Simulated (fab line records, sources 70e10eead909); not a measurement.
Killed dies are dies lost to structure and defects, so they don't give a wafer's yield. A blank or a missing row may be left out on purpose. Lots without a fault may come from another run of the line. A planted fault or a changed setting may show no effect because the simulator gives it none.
A struck lot beside a sound one | flow nand_harc | 15 steps out of a route of 1302
Sound: wafers L190.1, L190.4, L190.6. Struck: wafers L197.1, L197.4, L197.5. The cause comes at the end.
At each step with rows: each side's tool, then ch and its chambers, then its first start. Under that, the readings that differ: sound wafers | struck wafers | difference of the means | sigmas: that difference in standard deviations of wafers without a fault.
alike: readings whose means differ by less than 2 such deviations, and words and numbers that are the same on both sides. not compared: withheld readings, readings that some wafer has no value for, bounds like >300 that may hide the same value, and numbers for which the record gives no deviation and whose values overlap.
The two part at a step that has a row with sigmas, a row that says differs or no value, or rows on one side only. Numbers that don't overlap but have no deviation are shown without sigmas and don't part them. A reading that every wafer of one side lacks parts them only if that side has two wafers or more.

first, 1 step without rows for these wafers: NHARC_P_CONTACT_ETCH_35 (etches the open film in CF4, target depth 39 nm, time 65 s).
NHARC_P_CONTACT_ETCH_36: etches the open film in N2/H2, target depth 260 nm, time 406.25 s.
  sound on rie_diel-11 ch 0,3; struck on rie_diel-08 ch 0,2,3
  alike: drypump_motor_current_A, h2_flow_sccm, oes_product_au, rf_vpp_V, showerhead_plenum_p_Torr, throttle_valve_pct
  not compared: rf_hours_counter_h
then, 3 steps without rows for these wafers: NHARC_P_CONTACT_ETCH_18 (etches the open film in C4F8/O2/Ar, target depth 481 nm, time 240.5 s); NHARC_P_CONTACT_STRIP_37 (strips in C4F8/O2/Ar); NHARC_P_CONTACT_ETCH_31 (etches the open film in CH3F/O2, target depth 30 nm, time 85.7 s).
NHARC_P_CONTACT_CD_MEAS_19:
  sound on cd_sem-03, day 6 22:01; struck on cd_sem-02, day 9 12:49
  alike: cd_nm
NHARC_P_CONTACT_STRIP_28: strips in O2.
  sound on rie_diel-11 ch 1,2, day 6 22:05; struck on rie_diel-09 ch 0,1,2, day 9 12:53
  alike: drypump_motor_current_A, oes_product_au, rf_vpp_V, showerhead_plenum_p_Torr, throttle_valve_pct
  not compared: rf_hours_counter_h
then, 1 step without rows for these wafers: NHARC_P_CONTACT_STRIP_29 (strips in post etch residue remover, time 1200 s).
NHARC_P_CONTACT_DEGAS_38: time 60 s.
  sound on pvd_sputter-03, day 6 22:44; struck on pvd_sputter-01, day 9 13:34
  alike: heater_power_w
then, 1 step without rows for these wafers: NHARC_P_CONTACT_PRE_CLEAN_39 (time 19.5 s).
NHARC_P_CONTACT_PVD_32: deposits Ti, target thk 5 nm, time 17.7 s.
  sound on pvd_sputter-03; struck on pvd_sputter-01
  alike: throttle_valve_pct
NHARC_P_CONTACT_ALD_22: deposits TiN, target thk 3 nm, pulse time 1 s, ald cycles 150.
  sound on ald_metal-01 ch 0,1, day 6 22:59; struck on ald_metal-04 ch 1,3, day 9 13:49
  alike: heater_power_outer_w, heater_power_w, precursor_pulse_height_rel
NHARC_P_CONTACT_CVD_23: deposits W, target thk 200 nm, time 557 s.
  sound on cvd_w-02 ch 0,1, day 6 23:15; struck on cvd_w-02 ch 1, day 9 14:03
  alike: heater_power_outer_w, heater_power_w, mfc_h2_sccm, throttle_valve_pct
NHARC_P_CONTACT_CMP_24: polishes, t overpolish 30 s, target thk 200 nm.
  sound on cmp-02 ch 0,2,3, day 6 23:48; struck on cmp-03 ch 0,2,3, day 9 14:44
  reading                | sound          | struck         | difference | sigmas
  time_to_endpoint_s (s) | 41.4 39.0 42.0 | 60.0 55.1 60.3 | +17.7      | +6
  alike: edge_zone_pressure_frac, motor_current_A, overpolish_run_s
-- the record jumps here: 19 days lie between the struck wafers' starts before and after (it left off in module P_CONTACT and takes up again in module END, whose first step shown is number 1302 of the route) --
NHARC_END_SORT_01:
  sound on prober-01 ch 0, day 25 03:26; struck on prober-02 ch 0, day 28 03:37
  reading         | sound    | struck   | difference | sigmas
  killed_at_array | 63 86 77 | 39 41 34 | -37        | -2
  killed_dies     | 67 92 82 | 44 51 37 | -36        | -2
  alike: killed_at_other, killed_at_periphery, killed_open, killed_short

WHERE THEY PART
First at NHARC_P_CONTACT_CMP_24; last, within this record, at NHARC_END_SORT_01.

WHY: what the simulator had put in
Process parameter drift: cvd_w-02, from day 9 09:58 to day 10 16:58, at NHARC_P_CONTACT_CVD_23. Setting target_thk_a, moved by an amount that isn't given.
